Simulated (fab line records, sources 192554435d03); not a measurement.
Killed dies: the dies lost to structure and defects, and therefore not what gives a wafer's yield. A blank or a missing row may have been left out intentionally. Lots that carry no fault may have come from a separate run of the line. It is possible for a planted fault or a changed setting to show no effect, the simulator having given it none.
Struck lot and sound lot, side by side -- flow n5 finfet -- 35 steps out of a route of 1938
Sound: the wafers L710.1, L710.4, L710.6. Struck: wafer L707.3. (L707.4 of the same lot was not struck and is left out.) The cause comes at the end.
At each step with rows: each side's tool, then ch and its chambers, then its first start. Under that, the readings that differ: sound wafers -- struck wafers -- difference of the means -- sigmas: that difference in standard deviations of wafers without a fault.
alike: a reading whose means differ by less than 2 such deviations, as well as words and numbers matching on both sides. not compared: withheld readings; readings where some wafer has no value; bounds like >300 that might hide an equal value; numbers whose values overlap and for which the record gives no deviation.
A row with sigmas, a row that says differs or no value, or rows on one side alone: a step with any of these is where the two part. When numbers do not overlap yet have no deviation, they are printed without sigmas and do not part them. Lack of a reading on every wafer of one side parts them only where that side has two or more wafers.

first, 8 steps without rows for these wafers: N5_ILD0_LINER_00 (material SiNx, target thk 4 nm, pulse time 1 s, purge time 2 s); N5_ILD0_FCVD_FILL_01 (material SiO2 flowable, target thk 200 nm, time 328.3 s); N5_ILD0_CURE_02 (time 1800 s); N5_ILD0_CMP_03 (polishes, stops on SiNx, t overpolish 1.9 s, target thk 197.38 nm); N5_ILD0_CMP_07 (polishes SiO2 flowable, stops on poly-Si, t overpolish 1.18 s, target thk 138.88 nm); N5_ILD0_PRECLEAN_10 (cleans in NF3:NH3, afs cycles 5, time 20 s, sublimation time 60 s); N5_ILD0_ALD_15 (deposits SiNx, target thk 24 nm, pulse time 1 s, ald cycles 480); N5_ILD0_CMP_12 (polishes SiNx, stops on poly-Si, t overpolish 6 s, target thk 17.67 nm).
N5_SDB_HM_DEP_00: deposits SiNx from SiH4/NH3/N2, target thk 40 nm, time 35.3 s.
  sound on pecvd-04 ch 0,2, day 8 05:01; struck on pecvd-01 ch 0, day 7 11:01
reading,sound,struck,difference,sigmas
model.SiNx_of_SDB_HM_DEP_00.thk nm (nm),39.4 39.8 39.4,66.6,+27.1,
  alike: chamber pressure Torr, heater power w, showerhead plenum p Torr, throttle valve pct
then, 13 steps without rows for these wafers: N5_SDB_COAT_03 (time 60 s, resist thk 100 nm); N5_SDB_COAT_04 (time 60 s, resist thk 18 nm); N5_SDB_COAT_05 (resist thk 90 nm); N5_SDB_EBR_07; N5_SDB_SOFTBAKE_06 (time 60 s); N5_SDB_EXPOSE_08 (exposes mask SDB); N5_SDB_PEB_09 (peb time 60 s); N5_SDB_DEVELOP_10 (develop time 30 s); N5_SDB_DESCUM_16 (chemistry O2, time 7.9 s); N5_SDB_ETCH_17 (etches SiARC in CF4, target depth 23.4 nm, time 39 s); N5_SDB_ETCH_18 (etches SOC in N2/H2, target depth 100 nm, overetch 20 nm, time 150 s); N5_SDB_STRIP_19 (strips in N2/H2); N5_SDB_STRIP_21 (strips in CF4).
N5_SDB_HM_OPEN_20: chemistry CH3F/O2, target SiNx, stops on poly-Si, target depth 24 nm.
  sound on rie diel-05 ch 0,3, day 8 05:59; struck on rie diel-06 ch 0, day 7 11:53
reading,sound,struck,difference,sigmas
oes product au (a.u.),0.69 0.58 0.68,0.96,+0.31,+4
model.etch.depth nm (nm),23.35 23.85 23.37,34.12,+10.60,
  alike: drypump motor current A, rf vpp V, showerhead plenum p Torr, throttle valve pct
  not compared: rf hours counter h
then, 5 steps without rows for these wafers: N5_SDB_STRIP_22 (strips in N2/H2); N5_SDB_PRECLEAN_23 (cleans in dHF, time 30 s); N5_SDB_DUMMY_REMOVE_24 (chemistry TMAH, target poly-Si, stops on SiO2, target depth 142 nm, time 57 s, rinse time 30 s); N5_SDB_ETCH_25 (etches SiO2 in C4F6/O2, target depth 10 nm, time 3.3 s); N5_SDB_CUT_ETCH_26 (etches Si in HBr/Cl2/O2, target depth 129.6 nm, bt time 20 s, time 51.8 s).
N5_SDB_PRECLEAN_38: cleans in dHF, time 10 s.
  sound on wet bench-05 ch 1,2,5, day 8 06:29; struck on wet bench-03 ch 4, day 7 12:23
reading,sound,struck,difference,sigmas
model.SiNx_of_SDB_HM_DEP_00.thk nm (nm),21 22.2 21.6,48.6,+27.0,
  alike: bath heat duty pct
then, 3 steps without rows for these wafers: N5_SDB_PRECLEAN_39 (cleans in O3/DIW, time 45 s); N5_SDB_SRD_28 (time 30 s); N5_SDB_ALD_29 (deposits SiNx, target thk 30 nm, pulse time 1 s, ald cycles 600).
N5_SDB_CMP_30: polishes, stops on poly-Si, t overpolish 1.54 s, target thk 30 nm.
  sound on cmp-03 ch 0,2, day 8 09:20; struck on cmp-04 ch 0, day 7 15:34
reading,sound,struck,difference,sigmas
time to endpoint s (s),18.7 19.6 18.4,24.7,+5.8,+3
  alike: edge zone pressure frac, motor current A, retaining ring pressure frac
N5_BEOL_M4_RC_MEAS_101:
  the record has rows for the sound wafers here (prober-02 ch 0, day 12 06:26) and none for the struck ones
-- record jumps: 9 days separate the struck wafers' starts on either side; left off in module BEOL_M4, taken up again in module PASSIVATION, whose first shown step is the route's number 1936 --
N5_PASSIVATION_PROBE_49:
  sound: prober-01 at day 16 14:28; struck: prober-02 at day 16 08:35
reading,sound,struck,difference,sigmas
defect limited yield (%),91.8 90.1 91.9,0,-91,-70
killed at front end,33 33 59,1127,+1085,+90
killed dies,97 117 96,1180,+1077,+72
killed on rim,18 16 9,152,+138,+33
sort_bin_5_function (%),4.6 6.3 5.1,97.4,+92.1,+99 or more
sort n pass,1083 1063 1084,0,-1077,-72
sort yield pct (%),91.8 90.1 91.9,0,-91,-70
  alike: killed_at_M0_to_M3, killed_at_M4_up, killed at contacts, killed at other, killed open, killed short, sort_bin_6_memory

WHERE THEY PART
Last at N5_PASSIVATION_PROBE_49 as far as this record goes, first at N5_SDB_HM_OPEN_20.

WHY: what had been put in by the simulator
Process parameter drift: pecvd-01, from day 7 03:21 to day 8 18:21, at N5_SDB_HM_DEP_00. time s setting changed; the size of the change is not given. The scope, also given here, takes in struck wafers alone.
